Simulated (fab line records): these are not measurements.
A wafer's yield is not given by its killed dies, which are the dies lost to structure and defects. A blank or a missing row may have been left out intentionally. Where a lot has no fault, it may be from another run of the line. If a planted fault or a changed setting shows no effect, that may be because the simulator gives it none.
fab line records	flow nand_harc
[record] lots = 24	wafers = 72	last_day = 34
route steps=1302 shown P_M1@306 P_BONDPAD@367
lots that met no fault: from a run of the same line without faults
start_h: start of the lot's first displayed wafer, in hours after the record's first day	wait_h: time in hours since the lot's previous step	" as in the row above	L1.1+2: a row that stands for several wafers	- no value, or no start was given	* or withheld: withheld	< > ~ a bound
route shown NAME@n: a module of which the file shows steps, and the number in the route of the first	usual: mean/standard deviation taken from wafers without a fault	same: alike in all rows	chamber/n: place in a boat	sites: each site's reading	_std_site: standard deviation across them	_edge_site: inner sites' mean taken away from outer sites' mean	radius_mm: for every site, how far away it sits from the centre of the wafer	mask NAME#n: copy n	behind: tool/chamber where the wafer was last shaped	hold: why the lot went on hold/how many hours it stayed there/how the hold came to an end	device: whichever transistor did not switch (one of n, p or np)	end of line: tests run on the same wafers once the route is complete	where a step has no rows: the recipe by itself	killed: at the first sort, the dies lost to defects and structure; wafer yield is something else	map: dies across one wafer; x = killed, . = not, _ = none there
set.NAME: the setting the step ran with; set.NAME@STEP: the setting that earlier step ran with	model.NAME: the simulator's own value behind a step, which no gauge read
the route's steps for a sample of lots (tables are steps, rows are wafers)
services: a tool's chamber out of use, with start hour (start_h, from the record's first day; less than 0 if before it), hours out, and reason
[[steps]]
[step NHARC_P_M1_PRE_CLEAN_30]
[recipe] time_s = 30	temp_c = 280	gas = H2/He
[usual] heater_power_w = 394/39
[same] time_s = 30
lot.wafer	tool	chamber	start_h	wait_h	heater_power_w
L074.3	pvd_sputter-02	-	-	-	375
L074.6	"	-	"	"	428
L074.5	"	-	"	"	393
L075.1	pvd_sputter-02	-	-	-	398
L075.2	"	-	"	"	314
L075.5	"	-	"	"	416
L076.2	pvd_sputter-01	-	-	-	441
L076.5	"	-	"	"	420
L076.6	"	-	"	"	416
L077.2	pvd_sputter-02	-	-	-	417
L077.3	"	-	"	"	393
L077.5	"	-	"	"	423
L078.1	pvd_sputter-03	-	-	-	410
L078.5	"	-	"	"	398
L078.6	"	-	"	"	452
L079.1	pvd_sputter-02	-	-	-	317
L079.6	"	-	"	"	311
L079.5	"	-	"	"	388
L080.2	pvd_sputter-02	-	-	-	379
L080.3	"	-	"	"	416
L080.5	"	-	"	"	400
L081.2	pvd_sputter-01	-	-	-	443
L081.4	"	-	"	"	416
L081.3	"	-	"	"	422
L082.4	pvd_sputter-02	-	-	-	381
L082.1	"	-	"	"	421
L082.2	"	-	"	"	395
L083.1	pvd_sputter-02	-	-	-	374
L083.3	"	-	"	"	427
L083.2	"	-	"	"	403
L084.1	pvd_sputter-03	-	-	-	401
L084.2	"	-	"	"	440
L084.6	"	-	"	"	390
L086.2	pvd_sputter-03	-	-	-	383
L086.1	"	-	"	"	434
L086.5	"	-	"	"	384
L085.2	pvd_sputter-02	-	-	-	384
L085.3	"	-	"	"	424
L085.6	"	-	"	"	426
L087.1	pvd_sputter-02	-	-	-	398
L087.3	"	-	"	"	389
L087.6	"	-	"	"	395
L089.2	pvd_sputter-01	-	-	-	427
L089.6	"	-	"	"	432
L089.5	"	-	"	"	434
L088.3	pvd_sputter-02	-	-	-	404
L088.2	"	-	"	"	427
L088.5	"	-	"	"	394
L090.2	pvd_sputter-01	-	-	-	404
L090.5	"	-	"	"	429
L090.6	"	-	"	"	400
L091.4	pvd_sputter-01	-	-	-	397
L091.2	"	-	"	"	389
L091.6	"	-	"	"	425
L092.2	pvd_sputter-02	-	-	-	308
L092.1	"	-	"	"	389
L092.4	"	-	"	"	416
L093.1	pvd_sputter-03	-	-	-	440
L093.4	"	-	"	"	386
L093.6	"	-	"	"	402
L094.1	pvd_sputter-02	-	-	-	398
L094.4	"	-	"	"	398
L094.5	"	-	"	"	313
L095.2	pvd_sputter-01	-	-	-	413
L095.5	"	-	"	"	407
L095.6	"	-	"	"	414
L096.1	pvd_sputter-02	-	-	-	406
L096.3	"	-	"	"	312
L096.4	"	-	"	"	455
L097.1	pvd_sputter-01	-	-	-	451
L097.2	"	-	"	"	410
L097.5	"	-	"	"	444
[step NHARC_P_M1_PVD_20]
[recipe] target_thk_a = 50	bias_v = 168.6	power_w = 15000	chamber_pressure_pa = 0.12	time_s = 8.06	substrate_temp_c = 50	material = TaN
[usual] substrate_temp_c = 50.00/0.11	throttle_valve_pct = 29.8/0.99
[same] time_s = 8.06
lot.wafer	tool	chamber	start_h	wait_h	substrate_temp_c	throttle_valve_pct
L074.3	pvd_sputter-02	-	-	-	50.00	29.5
L074.6	"	-	"	"	49.89	29.5
L074.5	"	-	"	"	49.97	29.6
L075.2	pvd_sputter-02	-	-	-	49.89	29.4
L075.1	"	-	"	"	50.11	28.4
L075.5	"	-	"	"	49.93	30.6
L076.2	pvd_sputter-01	-	-	-	50.05	30.3
L076.6	"	-	"	"	49.79	30.5
L076.5	"	-	"	"	50.06	29.7
L077.2	pvd_sputter-02	-	-	-	50.01	29.6
L077.3	"	-	"	"	50.11	29.1
L077.5	"	-	"	"	50.09	28.0
L078.1	pvd_sputter-03	-	-	-	50.14	29.6
L078.5	"	-	"	"	49.85	29.4
L078.6	"	-	"	"	50.01	31.3
L079.1	pvd_sputter-02	-	-	-	50.16	30.8
L079.5	"	-	"	"	49.99	29.6
L079.6	"	-	"	"	49.85	28.3
L080.2	pvd_sputter-02	-	-	-	50.18	28.1
L080.3	"	-	"	"	50.05	30.8
L080.5	"	-	"	"	50.13	28.2
L081.3	pvd_sputter-01	-	-	-	49.93	30.1
L081.4	"	-	"	"	50.15	30.2
L081.2	"	-	"	"	50.16	29.7
L082.2	pvd_sputter-02	-	-	-	50.05	28.1
L082.1	"	-	"	"	50.21	30.7
L082.4	"	-	"	"	49.84	29.3
L083.3	pvd_sputter-02	-	-	-	49.79	30.9
L083.1	"	-	"	"	50.03	29.5
L083.2	"	-	"	"	49.88	28.1
L084.2	pvd_sputter-03	-	-	-	49.95	29.7
L084.1	"	-	"	"	49.97	29.1
L084.6	"	-	"	"	49.95	30.8
L086.2	pvd_sputter-03	-	-	-	49.86	31.1
L086.1	"	-	"	"	49.89	29.7
L086.5	"	-	"	"	49.88	31.0
L085.2	pvd_sputter-02	-	-	-	50.09	29.7
L085.3	"	-	"	"	49.91	29.3
L085.6	"	-	"	"	49.89	29.2
L087.1	pvd_sputter-02	-	-	-	50.24	30.5
L087.3	"	-	"	"	49.82	29.6
L087.6	"	-	"	"	49.88	29.8
L089.2	pvd_sputter-01	-	-	-	50.11	29.6
L089.5	"	-	"	"	50.09	29.9
L089.6	"	-	"	"	49.93	30.0
L088.3	pvd_sputter-02	-	-	-	50.09	30.5
L088.2	"	-	"	"	50.01	29.7
L088.5	"	-	"	"	50.01	31.0
L090.2	pvd_sputter-01	-	-	-	49.95	31.1
L090.6	"	-	"	"	49.92	30.3
L090.5	"	-	"	"	49.96	30.0
L091.4	pvd_sputter-01	-	-	-	50.11	30.4
L091.2	"	-	"	"	49.97	29.8
L091.6	"	-	"	"	50.03	30.3
L092.1	pvd_sputter-02	-	-	-	50.04	28.6
L092.4	"	-	"	"	50.12	27.6
L092.2	"	-	"	"	50.13	30.9
L093.1	pvd_sputter-03	-	-	-	49.85	29.7
L093.4	"	-	"	"	50.01	29.1
L093.6	"	-	"	"	49.87	30.9
L094.4	pvd_sputter-02	-	-	-	50.04	30.9
L094.1	"	-	"	"	50.16	28.5
L094.5	"	-	"	"	49.93	27.7
L095.2	pvd_sputter-01	-	-	-	49.99	29.9
L095.5	"	-	"	"	50.10	30.2
L095.6	"	-	"	"	50.04	31.1
L096.1	pvd_sputter-02	-	-	-	49.83	27.4
L096.3	"	-	"	"	50.01	31.0
L096.4	"	-	"	"	50.09	29.2
L097.2	pvd_sputter-01	-	-	-	50.13	31.3
L097.1	"	-	"	"	49.88	29.9
L097.5	"	-	"	"	50.15	30.2
[step NHARC_P_BONDPAD_DESCUM_11]
[recipe] time_s = 3	o2_flow_sccm = 200	ar_flow_sccm = 0	bias_power_w = 0	chemistry = O2
[usual] drypump_motor_current_A = 5.9/0.35	oes_product_au = 0.998/0.0099	rf_vpp_V = 57.8/0.94	showerhead_plenum_p_Torr = 1.92/0.085	throttle_valve_pct = 11.310/0.0086
[same] time_s = 3
lot.wafer	tool	chamber	start_h	wait_h	drypump_motor_current_A	oes_product_au	rf_hours_counter_h	rf_vpp_V	showerhead_plenum_p_Torr	throttle_valve_pct
L074.3	rie_diel-04	2	132.81	-	5.9	0.998	3.5	58.5	2.01	11.296
L074.6	"	0	"	"	5.6	1.016	-	56.7	1.96	11.308
L074.5	"	1	"	"	6.4	1.003	-	57.1	1.99	11.301
L075.1	rie_diel-07	2	146.41	-	5.7	0.995	1.4	59.1	1.89	11.327
L075.2	"	1	"	"	6.5	0.998	1.3	58.2	2.05	11.316
L075.5	"	3	"	"	5.8	1.023	-	56.9	1.82	11.310
L076.2	rie_diel-04	2	153.64	-	5.9	0.985	3.9	58.9	2.01	11.313
L076.5	"	1	"	"	6.4	0.992	-	58.8	1.99	11.313
L076.6	"	2	"	"	5.9	1.004	-	60.5	2.01	11.317
L077.2	rie_diel-04	0	165.02	-	5.6	1.001	4.8	57.9	1.96	11.314
L077.3	"	2	"	"	5.8	1.000	4.3	58.0	2.01	11.291
L077.5	"	0	"	"	5.6	1.006	-	58.7	1.96	11.292
L078.1	rie_diel-07	0	176.71	-	5.2	1.007	3.2	59.1	1.82	11.302
L078.5	"	2	"	"	5.8	0.990	-	57.8	1.89	11.305
L078.6	"	3	"	"	5.8	1.001	-	56.7	1.82	11.307
L079.1	rie_diel-04	0	188.88	-	5.6	1.006	0.1	58.8	1.96	11.315
L079.5	"	2	"	"	5.9	0.999	-	58.4	2.01	11.312
L079.6	"	3	"	"	6.1	0.986	-	57.3	1.91	11.334
L080.3	rie_diel-07	2	202.34	-	5.8	0.998	5.2	56.2	1.88	11.307
L080.2	"	1	"	"	6.5	1.001	4.5	59.4	2.05	11.321
L080.5	"	2	"	"	5.7	0.994	-	58.4	1.89	11.329
L081.4	rie_diel-02	1	202.95	-	5.7	0.993	7.7	58.2	1.88	11.302
L081.2	"	3	"	"	5.7	0.988	9.4	57.5	1.81	11.298
L081.3	"	0	"	"	5.7	0.999	8.6	58.0	2.00	11.314
L082.1	rie_diel-02	2	214.75	-	5.8	0.998	8.7	56.0	1.78	11.305
L082.4	"	0	"	"	5.7	1.004	8.8	57.2	2.00	11.322
L082.2	"	1	"	"	5.7	0.986	8.0	58.7	1.88	11.302
L083.1	rie_diel-07	2	226.87	-	5.8	0.983	6.2	58.3	1.88	11.298
L083.2	"	3	"	"	5.8	1.001	5.9	57.2	1.82	11.324
L083.3	"	1	"	"	6.5	0.997	5.7	58.9	2.05	11.298
L084.2	rie_diel-04	0	232.91	-	5.6	1.005	1.9	57.9	1.96	11.300
L084.1	"	2	"	"	5.9	1.001	1.9	56.7	2.01	11.314
L084.6	"	0	"	"	5.6	1.002	-	57.5	1.96	11.308
L086.1	rie_diel-07	2	246.50	-	5.8	0.992	7.2	58.1	1.88	11.313
L086.2	"	0	"	"	5.2	0.994	6.4	57.1	1.82	11.300
L086.5	"	2	"	"	5.7	0.990	-	57.8	1.88	11.310
L085.2	rie_diel-07	3	247.74	-	5.8	0.998	7.0	57.9	1.82	11.301
L085.3	"	1	"	"	6.5	0.987	6.5	58.8	2.05	11.314
L085.6	"	2	"	"	5.8	0.988	-	57.9	1.88	11.321
L087.3	rie_diel-07	3	268.55	-	5.8	1.002	7.5	57.8	1.82	11.318
L087.1	"	0	"	"	5.2	1.004	7.2	57.8	1.81	11.306
L087.6	"	3	"	"	5.8	0.996	-	57.1	1.82	11.316
L089.2	rie_diel-07	1	283.74	-	6.5	0.995	8.5	56.8	2.05	11.299
L089.6	"	1	"	"	6.5	0.992	-	58.4	2.05	11.309
L089.5	"	2	"	"	5.8	0.992	-	58.1	1.88	11.294
L088.2	rie_diel-07	3	287.15	-	5.8	1.008	9.2	58.7	1.82	11.318
L088.3	"	0	"	"	5.2	1.012	8.8	56.6	1.81	11.305
L088.5	"	0	"	"	5.3	0.991	-	58.5	1.81	11.316
L090.2	rie_diel-04	3	297.15	-	6.1	0.996	3.8	57.6	1.90	11.309
L090.6	"	0	"	"	5.6	1.012	-	57.5	1.96	11.304
L090.5	"	1	"	"	6.4	1.010	-	57.6	1.99	11.327
L091.4	rie_diel-04	0	301.25	-	5.6	0.990	3.2	57.4	1.96	11.299
L091.2	"	1	"	"	6.4	1.004	1.7	58.2	1.99	11.311
L091.6	"	2	"	"	5.8	0.993	-	58.6	2.01	11.317
L092.2	rie_diel-02	2	314.80	-	5.8	0.991	3.4	56.5	1.77	11.305
L092.1	"	3	"	"	5.7	0.999	3.7	58.5	1.81	11.308
L092.4	"	0	"	"	5.7	1.011	3.2	58.6	2.00	11.308
L093.4	rie_diel-04	1	327.55	-	6.4	1.022	2.5	58.4	1.99	11.307
L093.1	"	0	"	"	5.6	1.003	4.0	57.4	1.96	11.308
L093.6	"	1	"	"	6.4	1.012	-	57.2	1.99	11.314
L094.4	rie_diel-04	3	337.60	-	6.1	0.983	5.1	58.2	1.90	11.317
L094.1	"	0	"	"	5.6	0.994	4.5	57.8	1.96	11.281
L094.5	"	1	"	"	6.4	1.017	-	57.1	1.99	11.316
L095.2	rie_diel-07	2	338.97	-	5.8	0.972	1.5	56.8	1.88	11.312
L095.6	"	1	"	"	6.5	1.002	-	58.7	2.05	11.283
L095.5	"	2	"	"	5.8	0.976	-	58.4	1.88	11.307
L096.3	rie_diel-04	3	352.23	-	6.2	0.984	5.3	58.0	1.90	11.310
L096.4	"	0	"	"	5.6	1.000	4.7	57.2	1.96	11.315
L096.1	"	1	"	"	6.4	1.004	3.0	57.8	1.99	11.312
L097.1	rie_diel-07	3	360.31	-	5.8	1.012	2.9	58.3	1.82	11.316
L097.2	"	1	"	"	6.5	1.007	3.1	58.5	2.04	11.311
L097.5	"	2	"	"	5.8	0.971	-	57.6	1.88	11.299
[step NHARC_P_BONDPAD_STRIP_15]
[recipe] o2_flow_sccm = 500	ar_flow_sccm = 0	bias_w = 0	chemistry = O2
[usual] drypump_motor_current_A = 5.8/0.31	oes_product_au = 0.998/0.01	rf_vpp_V = 57.8/0.87	showerhead_plenum_p_Torr = 3.52/0.15	throttle_valve_pct = 17.036/0.009
lot.wafer	tool	chamber	start_h	wait_h	drypump_motor_current_A	oes_product_au	rf_hours_counter_h	rf_vpp_V	showerhead_plenum_p_Torr	throttle_valve_pct
L074.3	rie_diel-02	0	133.18	0.1	5.7	0.994	6.0	59.7	3.69	17.043
L074.6	"	0	"	"	5.7	0.999	-	57.7	3.69	17.049
L074.5	"	1	"	"	5.7	1.000	-	57.4	3.48	17.049
L075.2	rie_diel-04	2	146.81	0.1	5.9	0.998	3.9	57.2	3.70	17.038
L075.1	"	3	"	"	6.2	1.013	4.1	57.3	3.52	17.042
L075.5	"	1	"	"	6.5	0.993	-	57.7	3.66	17.032
L076.2	rie_diel-07	1	154.05	0.1	6.5	0.993	2.0	58.4	3.76	17.038
L076.5	"	3	"	"	5.8	1.005	-	57.3	3.37	17.031
L076.6	"	0	"	"	5.2	1.004	-	59.4	3.36	17.041
L077.3	rie_diel-02	0	165.41	0.1	5.7	1.000	6.3	58.5	3.69	17.035
L077.2	"	1	"	"	5.7	1.002	5.4	57.3	3.48	17.039
L077.5	"	0	"	"	5.7	1.002	-	57.6	3.69	17.051
L078.1	rie_diel-02	1	177.10	0.1	5.7	0.994	5.7	57.4	3.48	17.039
L078.6	"	0	"	"	5.7	0.999	-	59.9	3.69	17.037
L078.5	"	1	"	"	5.7	1.003	-	58.3	3.48	17.027
L079.1	rie_diel-02	0	189.28	0.1	5.7	0.989	7.7	57.9	3.68	17.016
L079.6	"	2	"	"	5.8	1.006	-	57.6	3.29	17.031
L079.5	"	3	"	"	5.7	0.987	-	58.0	3.35	17.032
L080.3	rie_diel-04	3	202.75	0.1	6.1	1.001	0.7	58.0	3.52	17.038
L080.2	"	0	"	"	5.6	1.009	0.6	58.5	3.61	17.044
L080.5	"	2	"	"	5.9	0.996	-	57.5	3.70	17.039
L081.2	rie_diel-07	0	203.34	0.1	5.3	1.012	4.5	57.6	3.36	17.028
L081.4	"	2	"	"	5.8	1.002	5.2	59.0	3.48	17.030
L081.3	"	3	"	"	5.8	1.007	5.1	57.4	3.37	17.033
L082.2	rie_diel-04	0	215.14	0.1	5.6	1.001	1.3	56.6	3.60	17.049
L082.1	"	3	"	"	6.1	0.981	1.3	57.0	3.51	17.029
L082.4	"	2	"	"	5.9	0.989	-	57.8	3.70	17.018
L083.3	rie_diel-04	0	227.26	0.1	5.6	0.994	1.6	57.1	3.60	17.032
L083.2	"	2	"	"	5.9	0.994	1.6	57.8	3.70	17.023
L083.1	"	3	"	"	6.1	0.985	1.7	57.0	3.51	17.039
L084.1	rie_diel-02	1	233.35	0.1	5.7	1.009	0.6	58.2	3.48	17.038
L084.2	"	3	"	"	5.7	0.999	0.9	58.7	3.35	17.046
L084.6	"	1	"	"	5.7	1.021	-	57.3	3.48	17.032
L086.1	rie_diel-04	2	246.89	0.1	5.8	0.990	2.1	56.3	3.70	17.019
L086.2	"	3	"	"	6.2	0.993	2.1	58.5	3.51	17.044
L086.5	"	2	"	"	5.9	0.988	-	58.6	3.70	17.044
L085.2	rie_diel-04	2	248.12	0.1	5.9	0.981	2.1	58.9	3.70	17.033
L085.3	"	0	"	"	5.6	1.001	2.1	58.3	3.60	17.029
L085.6	"	2	"	"	5.9	0.989	-	58.1	3.70	17.034
L087.1	rie_diel-07	3	268.95	0.1	5.8	1.004	7.6	56.2	3.36	17.043
L087.3	"	1	"	"	6.5	0.998	7.4	59.1	3.76	17.034
L087.6	"	3	"	"	5.8	1.012	-	57.2	3.36	17.034
L089.2	rie_diel-04	3	284.17	0.1	6.2	0.991	3.6	57.5	3.51	17.032
L089.5	"	0	"	"	5.6	0.999	-	57.9	3.60	17.041
L089.6	"	1	"	"	6.4	0.994	-	58.1	3.66	17.055
L088.2	rie_diel-07	3	287.54	0.1	5.8	1.005	9.3	57.7	3.36	17.033
L088.3	"	2	"	"	5.8	1.006	8.6	58.2	3.48	17.035
L088.5	"	0	"	"	5.2	0.994	-	57.2	3.36	17.015
L090.2	rie_diel-02	2	297.52	0.1	5.8	0.989	3.0	57.3	3.29	17.038
L090.6	"	1	"	"	5.7	1.008	-	58.9	3.48	17.055
L090.5	"	2	"	"	5.8	0.982	-	56.0	3.29	17.044
L091.4	rie_diel-02	2	301.62	0.1	5.8	1.006	3.2	57.6	3.29	17.034
L091.2	"	0	"	"	5.7	1.017	3.1	58.9	3.68	17.040
L091.6	"	3	"	"	5.7	1.001	-	57.3	3.35	17.034
L092.4	rie_diel-04	0	315.19	0.1	5.6	1.000	3.7	57.7	3.60	17.059
L092.2	"	1	"	"	6.5	1.002	2.2	57.5	3.66	17.049
L092.1	"	2	"	"	5.9	0.992	4.4	58.7	3.70	17.024
L093.4	rie_diel-07	0	327.94	0.1	5.2	1.006	1.6	57.3	3.36	17.029
L093.1	"	1	"	"	6.5	1.006	1.3	58.2	3.76	17.037
L093.6	"	0	"	"	5.3	1.007	-	56.3	3.36	17.045
L094.1	rie_diel-02	0	337.99	0.1	5.7	1.009	5.3	57.5	3.68	17.037
L094.4	"	2	"	"	5.8	0.999	4.9	58.1	3.29	17.038
L094.5	"	0	"	"	5.7	1.002	-	58.4	3.68	17.037
L095.2	rie_diel-04	2	339.38	0.1	5.9	0.989	5.1	58.6	3.70	17.047
L095.6	"	0	"	"	5.6	0.995	-	58.5	3.60	17.027
L095.5	"	1	"	"	6.4	1.013	-	58.9	3.66	17.042
L096.1	rie_diel-07	2	352.61	0.1	5.8	0.985	2.7	57.1	3.48	17.035
L096.3	"	3	"	"	5.8	1.005	2.6	57.6	3.36	17.039
L096.4	"	1	"	"	6.5	1.000	2.8	57.2	3.75	17.048
L097.1	rie_diel-07	1	360.74	0.1	6.5	0.993	3.2	57.6	3.75	17.030
L097.2	"	3	"	"	5.8	1.009	3.0	57.6	3.36	17.035
L097.5	"	2	"	"	5.8	0.975	-	57.5	3.48	17.030
[step NHARC_P_BONDPAD_DEGAS_25]
[recipe] temp_c = 300	time_s = 60
[usual] heater_power_w = 455/43
[same] time_s = 60
lot.wafer	tool	chamber	start_h	wait_h	heater_power_w
L074.3	pvd_sputter-02	-	133.75	-	489
L074.6	"	-	"	"	428
L074.5	"	-	"	"	477
L075.1	pvd_sputter-01	-	147.34	-	470
L075.2	"	-	"	"	499
L075.5	"	-	"	"	484
L076.2	pvd_sputter-01	-	154.58	-	475
L076.5	"	-	"	"	475
L076.6	"	-	"	"	495
L077.3	pvd_sputter-02	-	165.96	-	482
L077.2	"	-	"	"	446
L077.5	"	-	"	"	436
L078.1	pvd_sputter-02	-	177.64	-	440
L078.6	"	-	"	"	421
L078.5	"	-	"	"	482
L079.1	pvd_sputter-03	-	189.82	-	431
L079.5	"	-	"	"	505
L079.6	"	-	"	"	416
L080.3	pvd_sputter-01	-	203.32	-	477
L080.2	"	-	"	"	471
L080.5	"	-	"	"	515
L081.2	pvd_sputter-02	-	203.89	-	489
L081.4	"	-	"	"	454
L081.3	"	-	"	"	434
L082.2	pvd_sputter-02	-	215.73	-	447
L082.4	"	-	"	"	351
L082.1	"	-	"	"	435
L083.2	pvd_sputter-01	-	227.86	-	472
L083.3	"	-	"	"	490
L083.1	"	-	"	"	485
L084.1	pvd_sputter-02	-	233.91	-	419
L084.2	"	-	"	"	478
L084.6	"	-	"	"	352
L086.1	pvd_sputter-03	-	247.48	-	439
L086.2	"	-	"	"	460
L086.5	"	-	"	"	441
L085.3	pvd_sputter-03	-	248.72	-	458
L085.2	"	-	"	"	511
L085.6	"	-	"	"	429
L087.1	pvd_sputter-01	-	269.49	-	464
L087.3	"	-	"	"	481
L087.6	"	-	"	"	458
L089.2	pvd_sputter-03	-	284.70	-	437
L089.6	"	-	"	"	457
L089.5	"	-	"	"	502
L088.2	pvd_sputter-01	-	288.10	-	466
L088.3	"	-	"	"	471
L088.5	"	-	"	"	463
L090.2	pvd_sputter-01	-	298.08	-	493
L090.6	"	-	"	"	449
L090.5	"	-	"	"	443
L091.2	pvd_sputter-01	-	302.17	-	486
L091.4	"	-	"	"	459
L091.6	"	-	"	"	500
L092.2	pvd_sputter-03	-	315.74	-	416
L092.1	"	-	"	"	435
L092.4	"	-	"	"	457
L093.4	pvd_sputter-01	-	328.49	-	474
L093.1	"	-	"	"	459
L093.6	"	-	"	"	504
L094.4	pvd_sputter-02	-	338.53	-	496
L094.1	"	-	"	"	357
L094.5	"	-	"	"	439
L095.2	pvd_sputter-02	-	339.89	-	448
L095.6	"	-	"	"	439
L095.5	"	-	"	"	514
L096.3	pvd_sputter-02	-	353.16	-	455
L096.1	"	-	"	"	450
L096.4	"	-	"	"	502
L097.2	pvd_sputter-02	-	361.33	-	366
L097.1	"	-	"	"	458
L097.5	"	-	"	"	450
[step NHARC_P_BONDPAD_ACTIVATE_29]
[recipe] time_s = 60	n2_flow_sccm = 200	ar_flow_sccm = 0	bias_power_w = 0	chemistry = N2
[usual] drypump_motor_current_A = 5.8/0.39	oes_product_au = 1.000/0.0095	rf_vpp_V = 64.1/0.89	showerhead_plenum_p_Torr = 1.77/0.082
[same] time_s = 60
lot.wafer	tool	chamber	start_h	wait_h	drypump_motor_current_A	oes_product_au	rf_hours_counter_h	rf_vpp_V	showerhead_plenum_p_Torr
L074.3	rie_diel-04	1	135.43	0.1	6.4	0.987	3.8	64.8	1.84
L074.6	"	0	"	"	5.6	1.003	-	65.4	1.81
L074.5	"	1	"	"	6.4	0.989	-	63.7	1.84
L075.2	rie_diel-07	2	149.05	0.1	5.8	0.988	1.9	63.3	1.74
L075.1	"	0	"	"	5.2	1.000	1.4	63.2	1.68
L075.5	"	2	"	"	5.7	0.992	-	64.6	1.74
L076.2	rie_diel-04	3	156.25	0.1	6.1	1.000	4.2	63.8	1.76
L076.5	"	3	"	"	6.1	1.003	-	64.0	1.76
L076.6	"	0	"	"	5.6	1.011	-	65.5	1.81
L077.2	rie_diel-04	0	167.65	0.1	5.6	0.999	4.9	65.0	1.81
L077.3	"	1	"	"	6.5	0.986	4.6	63.0	1.84
L077.5	"	0	"	"	5.6	1.005	-	63.8	1.81
L078.1	rie_diel-07	3	179.31	0.1	5.8	1.006	3.8	64.1	1.68
L078.6	"	3	"	"	5.8	0.992	-	64.2	1.68
L078.5	"	0	"	"	5.2	1.010	-	64.7	1.68
L079.1	rie_diel-07	1	191.51	0.1	6.5	0.983	4.4	63.7	1.89
L079.6	"	2	"	"	5.8	0.998	-	63.0	1.74
L079.5	"	3	"	"	5.8	1.006	-	64.5	1.68
L080.3	rie_diel-04	0	205.00	0.1	5.6	1.005	0.7	62.4	1.81
L080.2	"	2	"	"	5.8	0.989	0.7	63.9	1.86
L080.5	"	3	"	"	6.1	0.991	-	63.6	1.76
L081.4	rie_diel-07	0	205.58	0.1	5.2	1.005	4.6	63.9	1.68
L081.3	"	2	"	"	5.8	0.997	5.3	63.7	1.74
L081.2	"	3	"	"	5.8	1.011	5.2	62.9	1.68
L082.2	rie_diel-04	2	217.42	0.1	5.9	0.989	1.4	65.2	1.86
L082.1	"	3	"	"	6.1	0.983	1.4	63.2	1.76
L082.4	"	2	"	"	5.9	0.992	-	65.1	1.86
L083.3	rie_diel-02	3	229.57	0.1	5.7	0.996	0.6	63.9	1.67
L083.1	"	0	"	"	5.7	1.018	0.6	65.1	1.85
L083.2	"	2	"	"	5.8	0.981	0.5	64.4	1.64
L084.1	rie_diel-07	3	235.59	0.1	5.8	0.999	6.9	63.3	1.68
L084.2	"	2	"	"	5.8	0.995	7.2	63.5	1.74
L084.6	"	0	"	"	5.2	0.996	-	63.6	1.68
L086.2	rie_diel-07	1	249.19	0.1	6.5	0.999	6.6	62.4	1.89
L086.1	"	3	"	"	5.8	1.008	7.0	63.4	1.68
L086.5	"	0	"	"	5.2	1.004	-	64.7	1.68
L085.3	rie_diel-02	0	250.42	0.1	5.7	1.010	1.3	65.8	1.85
L085.2	"	1	"	"	5.7	1.012	1.0	62.8	1.74
L085.6	"	0	"	"	5.7	1.009	-	64.7	1.85
L087.1	rie_diel-04	0	271.19	0.1	5.6	0.993	2.7	63.4	1.81
L087.3	"	2	"	"	5.9	0.989	3.2	66.8	1.86
L087.6	"	0	"	"	5.6	1.002	-	63.6	1.81
L089.2	rie_diel-07	1	286.38	0.1	6.5	1.005	8.8	65.7	1.89
L089.6	"	1	"	"	6.5	1.005	-	64.5	1.89
L089.5	"	2	"	"	5.8	0.985	-	64.2	1.74
L088.3	rie_diel-07	1	289.81	0.1	6.5	0.994	9.0	65.4	1.89
L088.2	"	3	"	"	5.7	1.001	9.4	65.3	1.68
L088.5	"	1	"	"	6.6	1.007	-	63.7	1.89
L090.2	rie_diel-02	2	299.77	0.1	5.8	0.997	3.1	64.0	1.64
L090.5	"	1	"	"	5.7	1.014	-	62.7	1.74
L090.6	"	2	"	"	5.7	1.000	-	62.9	1.64
L091.2	rie_diel-07	1	303.86	0.1	6.5	1.006	0.0	64.2	1.89
L091.4	"	2	"	"	5.8	0.979	0.0	65.4	1.74
L091.6	"	0	"	"	5.2	1.000	-	63.1	1.67
L092.4	rie_diel-07	0	317.43	0.1	5.2	0.994	1.1	62.8	1.67
L092.2	"	1	"	"	6.5	0.992	0.9	63.0	1.89
L092.1	"	2	"	"	5.8	0.965	1.0	64.6	1.74
L093.4	rie_diel-04	0	330.15	0.1	5.6	0.988	4.0	64.3	1.81
L093.1	"	2	"	"	5.8	0.996	4.7	64.3	1.86
L093.6	"	1	"	"	6.5	0.999	-	65.4	1.84
L094.1	rie_diel-07	1	340.37	0.1	6.5	0.999	1.7	64.3	1.89
L094.4	"	2	"	"	5.8	0.977	1.6	62.6	1.74
L094.5	"	0	"	"	5.2	1.010	-	63.7	1.67
L095.2	rie_diel-04	1	341.62	0.1	6.4	1.001	3.0	65.3	1.84
L095.6	"	1	"	"	6.4	1.004	-	63.0	1.84
L095.5	"	2	"	"	5.8	1.003	-	64.3	1.86
L096.1	rie_diel-07	3	355.16	0.1	5.8	1.003	2.7	64.5	1.68
L096.4	"	0	"	"	5.2	1.002	2.7	63.2	1.67
L096.3	"	1	"	"	6.5	0.987	2.8	63.5	1.89
L097.2	rie_diel-02	1	363.02	0.1	5.7	1.008	8.5	65.1	1.74
L097.1	"	3	"	"	5.7	0.996	7.7	64.1	1.67
L097.5	"	1	"	"	5.7	0.999	-	64.0	1.74
[[services]]
tool	chamber	start_h	hours	kind
rie_diel-04	-	103.13	0.2	repair
pvd_sputter-02	-	104.00	10.0	pm
rie_diel-07	3	107.83	1.4	repair
rie_diel-07	-	117.20	9.0	pm
rie_diel-07	2	151.16	1.4	repair
pvd_sputter-01	-	158.82	4.2	repair
rie_diel-04	-	177.90	9.0	pm
pvd_sputter-02	-	182.78	3.9	repair
pvd_sputter-02	-	187.20	6.1	repair
rie_diel-04	1	198.84	58.3	repair
rie_diel-02	-	216.71	9.0	pm
pvd_sputter-01	-	228.92	10.0	pm
rie_diel-07	1	231.36	6.3	repair
rie_diel-07	1	238.83	4.8	repair
pvd_sputter-02	-	261.18	5.4	repair
rie_diel-04	0	261.35	9.3	repair
rie_diel-07	2	274.64	3.6	repair
rie_diel-02	2	277.87	7.5	repair
pvd_sputter-02	-	282.00	10.0	pm
rie_diel-07	-	294.20	9.0	pm
rie_diel-02	3	318.02	19.0	repair
pvd_sputter-01	-	320.58	4.4	repair
rie_diel-04	-	354.90	9.0	pm
rie_diel-07	0	357.98	7.9	repair
[[key]]
fault none
